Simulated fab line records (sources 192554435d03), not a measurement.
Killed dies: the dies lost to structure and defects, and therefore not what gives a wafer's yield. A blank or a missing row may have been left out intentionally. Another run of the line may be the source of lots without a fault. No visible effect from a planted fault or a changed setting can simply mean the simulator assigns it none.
The tool behind it: which one? :: flow n5-finfet :: 30 wafers from 10 lots sampled at 4 of the route's 1938 steps

WHAT THE GAUGES SHOWED, per wafer
N5_ILD0_THK_MEAS_04.
lot: L075
measured: day 3 19:08
on: film-metro-02
thk-nm (nm): 195.2 195.9 196.4

lot: L077
measured: day 4 08:17
on: film-metro-02
thk-nm (nm): 197.2 197.3 196.7

lot: L080
measured: day 5 03:55
on: film-metro-01
thk-nm (nm): 197.5 197.0 197.7

lot: L082
measured: day 5 19:49
on: film-metro-01
thk-nm (nm): 198.6 197.7 197.6

lot: L084
measured: day 6 04:13
on: film-metro-02
thk-nm (nm): 199.8 197.3 197.6

lot: L086
measured: day 6 21:02
on: film-metro-01
thk-nm (nm): 196.9 197.3 198.6

lot: L089
measured: day 7 09:44
on: film-metro-02
thk-nm (nm): 198.2 197.0 198.0

lot: L092
measured: day 8 05:35
on: film-metro-02
thk-nm (nm): 199.4 198.2 198.9

lot: L094
measured: day 8 19:10
on: film-metro-02
thk-nm (nm): 198.8 197.7 197.5

lot: L096
measured: day 9 08:17
on: film-metro-01
thk-nm (nm): 195.5 196.9 196.8

EACH LOT AND THE TOOL THAT RAN IT (in order: tool; ch and the chambers of the sampled wafers; start)
lot: L075
N5_DUMMY_GATE_DESCUM_20: rie-diel-02 ch 0,2,3, day 3 04:38
N5_SD_EPI_P_ETCH_47: rie-diel-02 ch 0,1, day 3 12:26
N5_SD_EPI_P_STRIP_40: plasma-asher-02 ch 0,1, day 3 12:47

lot: L077
N5_DUMMY_GATE_DESCUM_20: rie-diel-02 ch 2,3, day 3 17:17
N5_SD_EPI_P_ETCH_47: rie-diel-06 ch 0,2,3, day 4 00:38
N5_SD_EPI_P_STRIP_40: plasma-asher-01 ch 0,1, day 4 00:58

lot: L080
N5_DUMMY_GATE_DESCUM_20: rie-diel-06 ch 1,2,3, day 4 12:05
N5_SD_EPI_P_ETCH_47: rie-diel-05 ch 0,1,2, day 4 20:15
N5_SD_EPI_P_STRIP_40: plasma-asher-02 ch 0,1, day 4 20:34

lot: L082
N5_DUMMY_GATE_DESCUM_20: rie-diel-02 ch 1,3, day 5 03:21
N5_SD_EPI_P_ETCH_47: rie-diel-05 ch 0,1,3, day 5 10:38
N5_SD_EPI_P_STRIP_40: plasma-asher-02 ch 0,1, day 5 10:58

lot: L084
N5_DUMMY_GATE_DESCUM_20: rie-diel-06 ch 0,3, day 5 13:22
N5_SD_EPI_P_ETCH_47: rie-diel-06 ch 0,1,2, day 5 21:20
N5_SD_EPI_P_STRIP_40: plasma-asher-02 ch 0,1, day 5 21:38

lot: L086
N5_DUMMY_GATE_DESCUM_20: rie-diel-02 ch 0,1, day 5 22:05
N5_SD_EPI_P_ETCH_47: rie-diel-05 ch 0,1, day 6 13:28
N5_SD_EPI_P_STRIP_40: plasma-asher-02 ch 1, day 6 13:50

lot: L089
N5_DUMMY_GATE_DESCUM_20: rie-diel-05 ch 1,2,3, day 6 16:19
N5_SD_EPI_P_ETCH_47: rie-diel-06 ch 0,1,3, day 7 01:02
N5_SD_EPI_P_STRIP_40: plasma-asher-02 ch 0,1, day 7 01:22

lot: L092
N5_DUMMY_GATE_DESCUM_20: rie-diel-05 ch 0,2, day 7 13:06
N5_SD_EPI_P_ETCH_47: rie-diel-06 ch 0,1,3, day 7 21:27
N5_SD_EPI_P_STRIP_40: plasma-asher-02 ch 0, day 7 21:46

lot: L094
N5_DUMMY_GATE_DESCUM_20: rie-diel-05 ch 1,2, day 8 02:07
N5_SD_EPI_P_ETCH_47: rie-diel-02 ch 0,2,3, day 8 11:29
N5_SD_EPI_P_STRIP_40: plasma-asher-01 ch 0,1, day 8 11:48

lot: L096
N5_DUMMY_GATE_DESCUM_20: rie-diel-02 ch 1,3, day 8 14:01
N5_SD_EPI_P_ETCH_47: rie-diel-02 ch 1,3, day 9 00:24
N5_SD_EPI_P_STRIP_40: plasma-asher-01 ch 0,1, day 9 00:43
- N5_DUMMY_GATE_DESCUM_20: chemistry O2, time 6.2 s.
- N5_SD_EPI_P_ETCH_47: etches SiOCN in CH3F/O2, target depth 25 nm.
- N5_SD_EPI_P_STRIP_40: strips in N2/H2.

THE ANSWER, worked out from the rows above alone
Rule: usual is defined by the lots themselves. Put in order of their means at a reading, lots are off if they are a third of the lots or fewer, leave a main group of 4 or more, and stand apart from it by a gap of 3 or more times the standard deviation of the main group's means; of several such gaps the widest counts. If all means in a main group match to the digits the tables above print for the reading, that group is not used. Also off: a lot with no number at a reading for which 4 or more lots have one. All remaining lots with rows at the step are treated as sound.
Across all readings shown, no lot is off: no conclusion can be drawn from this.

WHAT THE SIMULATOR HAD PUT IN
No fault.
